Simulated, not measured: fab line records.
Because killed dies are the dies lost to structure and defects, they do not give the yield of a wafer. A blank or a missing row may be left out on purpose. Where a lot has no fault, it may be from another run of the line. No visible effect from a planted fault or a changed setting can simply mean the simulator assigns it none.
Matching of chambers / flow nandHarc / NHARC_P_CONTACT_CMP_24 on cmp-03 has 4 sister chambers
The step polishes, t overpolish 30 s, target thk 200 nm. 24 wafers are shown with their chamber, then 12 later ones without.

== WAFERS, EACH WITH ITS CHAMBER ==
wafer=L075.3; chamber=1; motorCurrentA (A)=11.9; timeToEndpointS (s)=41.3; overpolishRunS (s)=29.998
wafer=L075.4; chamber=2; motorCurrentA (A)=14.9; timeToEndpointS (s)=38.9; overpolishRunS (s)=29.984
wafer=L075.6; chamber=0; motorCurrentA (A)=10.9; timeToEndpointS (s)=43.3; overpolishRunS (s)=30.005
wafer=L076.1; chamber=2; motorCurrentA (A)=13.5; timeToEndpointS (s)=35.4; overpolishRunS (s)=29.991
wafer=L076.2; chamber=1; motorCurrentA (A)=11.1; timeToEndpointS (s)=39.0; overpolishRunS (s)=29.994
wafer=L076.6; chamber=1; motorCurrentA (A)=11.0; timeToEndpointS (s)=39.9; overpolishRunS (s)=30.008
wafer=L077.3; chamber=1; motorCurrentA (A)=11.8; timeToEndpointS (s)=43.2; overpolishRunS (s)=30.005
wafer=L077.5; chamber=0; motorCurrentA (A)=11.5; timeToEndpointS (s)=41.9; overpolishRunS (s)=29.995
wafer=L077.6; chamber=3; motorCurrentA (A)=12.8; timeToEndpointS (s)=36.6; overpolishRunS (s)=29.994
wafer=L080.1; chamber=3; motorCurrentA (A)=13.5; timeToEndpointS (s)=34.6; overpolishRunS (s)=30.003
wafer=L080.2; chamber=0; motorCurrentA (A)=11.3; timeToEndpointS (s)=36.6; overpolishRunS (s)=30.011
wafer=L080.3; chamber=1; motorCurrentA (A)=11.3; timeToEndpointS (s)=35.4; overpolishRunS (s)=29.996
wafer=L082.3; chamber=2; motorCurrentA (A)=14.0; timeToEndpointS (s)=34.8; overpolishRunS (s)=30.003
wafer=L082.4; chamber=3; motorCurrentA (A)=12.6; timeToEndpointS (s)=34.2; overpolishRunS (s)=30.011
wafer=L082.5; chamber=1; motorCurrentA (A)=11.3; timeToEndpointS (s)=41.6; overpolishRunS (s)=30.000
wafer=L083.3; chamber=0; motorCurrentA (A)=11.5; timeToEndpointS (s)=43.5; overpolishRunS (s)=29.988
wafer=L083.4; chamber=1; motorCurrentA (A)=11.5; timeToEndpointS (s)=43.0; overpolishRunS (s)=30.000
wafer=L083.6; chamber=0; motorCurrentA (A)=11.0; timeToEndpointS (s)=42.4; overpolishRunS (s)=29.986
wafer=L084.2; chamber=1; motorCurrentA (A)=11.5; timeToEndpointS (s)=44.5; overpolishRunS (s)=30.003
wafer=L084.4; chamber=0; motorCurrentA (A)=11.5; timeToEndpointS (s)=43.5; overpolishRunS (s)=30.005
wafer=L084.6; chamber=2; motorCurrentA (A)=13.9; timeToEndpointS (s)=39.5; overpolishRunS (s)=29.988
wafer=L087.3; chamber=3; motorCurrentA (A)=12.9; timeToEndpointS (s)=34.8; overpolishRunS (s)=29.990
wafer=L087.5; chamber=0; motorCurrentA (A)=11.4; timeToEndpointS (s)=40.5; overpolishRunS (s)=30.001
wafer=L087.6; chamber=3; motorCurrentA (A)=12.2; timeToEndpointS (s)=38.5; overpolishRunS (s)=30.006

SIGNATURES (means of the wafers above)
reading=motorCurrentA; chamber 0=11.300; chamber 1=11.425; chamber 2=14.075; chamber 3=12.800; scatter within a chamber=0.389
reading=timeToEndpointS; chamber 0=41.671; chamber 1=40.987; chamber 2=37.150; chamber 3=35.740; scatter within a chamber=2.5
reading=overpolishRunS; chamber 0=29.99871; chamber 1=30.00050; chamber 2=29.99150; chamber 3=30.00080; scatter within a chamber=0.00767
Rule: for each reading, subtract the chamber's mean from the wafer's reading, divide by that reading's scatter and square the result; add these up over the readings and take the root, which gives the wafer's distance from the chamber. The wafer belongs to the nearest chamber; if the next one is less than 2 further off, it can't be placed. How the scatter is found: for the shown wafers, subtract from each reading the mean of its chamber, square and add these, divide the total by (wafers less chambers), then take the root.

== WAFERS WHOSE CHAMBER IS MISSING ==
wafer=L088.3; motorCurrentA (A)=11.9; timeToEndpointS (s)=44.4; overpolishRunS (s)=30.004
wafer=L088.4; motorCurrentA (A)=12.9; timeToEndpointS (s)=42.0; overpolishRunS (s)=29.986
wafer=L088.5; motorCurrentA (A)=11.3; timeToEndpointS (s)=44.5; overpolishRunS (s)=29.994
wafer=L090.3; motorCurrentA (A)=12.2; timeToEndpointS (s)=39.6; overpolishRunS (s)=30.004
wafer=L090.4; motorCurrentA (A)=14.0; timeToEndpointS (s)=38.3; overpolishRunS (s)=29.999
wafer=L090.6; motorCurrentA (A)=11.4; timeToEndpointS (s)=45.2; overpolishRunS (s)=30.013
wafer=L093.4; motorCurrentA (A)=15.7; timeToEndpointS (s)=38.6; overpolishRunS (s)=30.003
wafer=L093.5; motorCurrentA (A)=11.6; timeToEndpointS (s)=44.1; overpolishRunS (s)=30.007
wafer=L093.6; motorCurrentA (A)=12.7; timeToEndpointS (s)=38.7; overpolishRunS (s)=29.989
wafer=L096.2; motorCurrentA (A)=10.9; timeToEndpointS (s)=40.3; overpolishRunS (s)=30.001
wafer=L096.5; motorCurrentA (A)=11.5; timeToEndpointS (s)=39.2; overpolishRunS (s)=29.991
wafer=L096.6; motorCurrentA (A)=11.4; timeToEndpointS (s)=44.0; overpolishRunS (s)=29.996

== EACH ONE'S CHAMBER ==
wafer=L088.3; from the rows above=can't be placed: 1 or 0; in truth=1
wafer=L088.4; from the rows above=can't be placed: 3 or 2 or 1 or 0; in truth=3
wafer=L088.5; from the rows above=can't be placed: 0 or 1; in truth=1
wafer=L090.3; from the rows above=can't be placed: 1 or 3 or 0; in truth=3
wafer=L090.4; from the rows above=2; in truth=2
wafer=L090.6; from the rows above=can't be placed: 1 or 0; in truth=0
wafer=L093.4; from the rows above=2; in truth=2
wafer=L093.5; from the rows above=can't be placed: 1 or 0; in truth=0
wafer=L093.6; from the rows above=can't be placed: 3 or 2 or 1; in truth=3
wafer=L096.2; from the rows above=can't be placed: 0 or 1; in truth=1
wafer=L096.5; from the rows above=can't be placed: 1 or 0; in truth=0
wafer=L096.6; from the rows above=can't be placed: 0 or 1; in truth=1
Correct placement for 2 of the 12. These rows do not allow placing 10 (true chamber among the candidates in 10). 0 placed wrongly.
